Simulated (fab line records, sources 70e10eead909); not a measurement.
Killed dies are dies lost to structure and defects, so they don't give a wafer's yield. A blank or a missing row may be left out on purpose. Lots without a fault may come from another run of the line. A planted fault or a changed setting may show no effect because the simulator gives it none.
Chamber matching | flow nand_harc | NHARC_A_STAIRCASE_STRIP_476 on rie_diel-06: 4 sister chambers
The step strips in O2, time 20 s. 24 wafers are shown with their chamber, then 12 later ones without.

WAFERS WITH THEIR CHAMBER
wafer  | chamber | showerhead_plenum_p_Torr (Torr) | drypump_motor_current_A (A) | rf_vpp_V (V)
L075.3 | 0       | 3.58                            | 5.6                         | 58.4
L075.4 | 2       | 3.70                            | 5.8                         | 57.5
L075.6 | 2       | 3.70                            | 5.8                         | 59.1
L076.2 | 3       | 3.77                            | 5.5                         | 59.2
L076.4 | 1       | 3.31                            | 6.3                         | 57.6
L076.5 | 0       | 3.58                            | 5.6                         | 56.5
L080.3 | 2       | 3.70                            | 5.8                         | 58.4
L080.4 | 3       | 3.76                            | 5.5                         | 58.2
L080.5 | 2       | 3.70                            | 5.8                         | 58.8
L079.1 | 0       | 3.57                            | 5.6                         | 57.7
L079.5 | 1       | 3.31                            | 6.4                         | 57.5
L079.6 | 2       | 3.70                            | 5.8                         | 58.9
L083.1 | 0       | 3.57                            | 5.6                         | 56.4
L083.3 | 3       | 3.76                            | 5.5                         | 58.6
L083.5 | 3       | 3.76                            | 5.5                         | 58.2
L084.1 | 0       | 3.57                            | 5.6                         | 56.4
L084.3 | 1       | 3.30                            | 6.4                         | 56.9
L084.6 | 2       | 3.69                            | 5.8                         | 57.4
L086.2 | 3       | 3.76                            | 5.5                         | 56.9
L086.4 | 2       | 3.69                            | 5.8                         | 58.2
L086.6 | 3       | 3.76                            | 5.5                         | 59.4
L085.3 | 3       | 3.76                            | 5.5                         | 58.9
L085.4 | 0       | 3.57                            | 5.6                         | 56.7
L085.5 | 1       | 3.30                            | 6.4                         | 57.3

SIGNATURES (means of the wafers above)
reading                  | chamber 0 | chamber 1 | chamber 2 | chamber 3 | scatter within a chamber
showerhead_plenum_p_Torr | 3.5733    | 3.3050    | 3.6971    | 3.7614    | 0.00481
drypump_motor_current_A  | 5.600     | 6.375     | 5.800     | 5.500     | 0.0194
rf_vpp_V                 | 57.017    | 57.325    | 58.329    | 58.486    | 0.732
Rule: a wafer's distance from a chamber is the root of the sum, over the readings, of the square of ((its reading less the chamber's mean) divided by the reading's scatter). The wafer belongs to the nearest chamber; if the next one is less than 2 further off, it can't be placed. The scatter: the root of (the sum of the squares of (reading less its chamber's mean) over the shown wafers, divided by (wafers less chambers)).

WAFERS WITHOUT THEIR CHAMBER
wafer  | showerhead_plenum_p_Torr (Torr) | drypump_motor_current_A (A) | rf_vpp_V (V)
L092.1 | 3.56                            | 5.6                         | 57.9
L092.3 | 3.29                            | 6.4                         | 57.4
L092.5 | 3.56                            | 5.6                         | 57.2
L094.1 | 3.75                            | 5.5                         | 58.0
L094.5 | 3.68                            | 5.8                         | 58.5
L094.6 | 3.29                            | 6.4                         | 56.3
L095.1 | 3.56                            | 5.6                         | 57.8
L095.4 | 3.75                            | 5.5                         | 58.8
L095.5 | 3.68                            | 5.8                         | 58.5
L096.2 | 3.29                            | 6.4                         | 56.8
L096.4 | 3.75                            | 5.5                         | 58.2
L096.6 | 3.68                            | 5.8                         | 58.0

WHICH CHAMBER EACH WENT THROUGH
wafer  | from the rows above | in truth
L092.1 | 0                   | 0
L092.3 | 1                   | 1
L092.5 | 0                   | 0
L094.1 | 3                   | 3
L094.5 | 2                   | 2
L094.6 | 1                   | 1
L095.1 | 0                   | 0
L095.4 | 3                   | 3
L095.5 | 2                   | 2
L096.2 | 1                   | 1
L096.4 | 3                   | 3
L096.6 | 2                   | 2
Placed correctly: 12 of 12. Can't be placed from these rows: 0. Placed wrongly: 0.
